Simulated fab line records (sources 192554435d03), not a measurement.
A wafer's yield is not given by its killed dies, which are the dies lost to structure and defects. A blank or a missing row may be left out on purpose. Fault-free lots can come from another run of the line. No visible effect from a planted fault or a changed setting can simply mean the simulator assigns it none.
Matching of chambers -- flow n5_finfet -- 3 sister chambers for N5_FIN_SAQP_HM_DEP_72 on pecvd-01
The step deposits SiO2 from SiH4/N2O, target thk 12 nm, time 7.2 s. 3 wafers are shown with their chamber, then 8 later ones without.

== WAFERS PAIRED WITH THEIR CHAMBERS ==
wafer,chamber,showerhead_plenum_p_Torr (Torr)
L082.6,2,8.15
L083.4,0,8.26
L090.2,1,8.13

== WAFERS WHOSE CHAMBER IS MISSING ==
wafer,showerhead_plenum_p_Torr (Torr)
L090.4,8.17
L090.6,8.16
L092.1,8.17
L092.2,8.13
L092.5,8.13
L094.3,8.16
L094.4,8.15
L094.5,8.17

== WHICH CHAMBER EACH WENT THROUGH ==
wafer,from the rows above,in truth
L090.4,can't be placed: 2 or 1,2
L090.6,can't be placed: 2 or 1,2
L092.1,can't be placed: 2 or 1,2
L092.2,can't be placed: 1 or 2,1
L092.5,can't be placed: 1 or 2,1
L094.3,can't be placed: 2 or 1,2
L094.4,can't be placed: 2 or 1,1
L094.5,can't be placed: 2 or 1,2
0 of 8 placed correctly. Can't be placed from these rows: 8 (the true chamber is among the candidates in 8). 0 placed wrongly.
How it was worked out, from the rows above alone: a wafer's distance from a chamber is the root of the sum, over the readings, of the square of ((its reading less the chamber's mean) divided by the reading's scatter). The wafer belongs to the nearest chamber; if the next one is less than 2 further off, it can't be placed. A chamber's mean is the mean of its shown wafers. The scatter: root of mean squared gap, hidden wafer to nearest shown wafer, with one shown wafer a chamber.
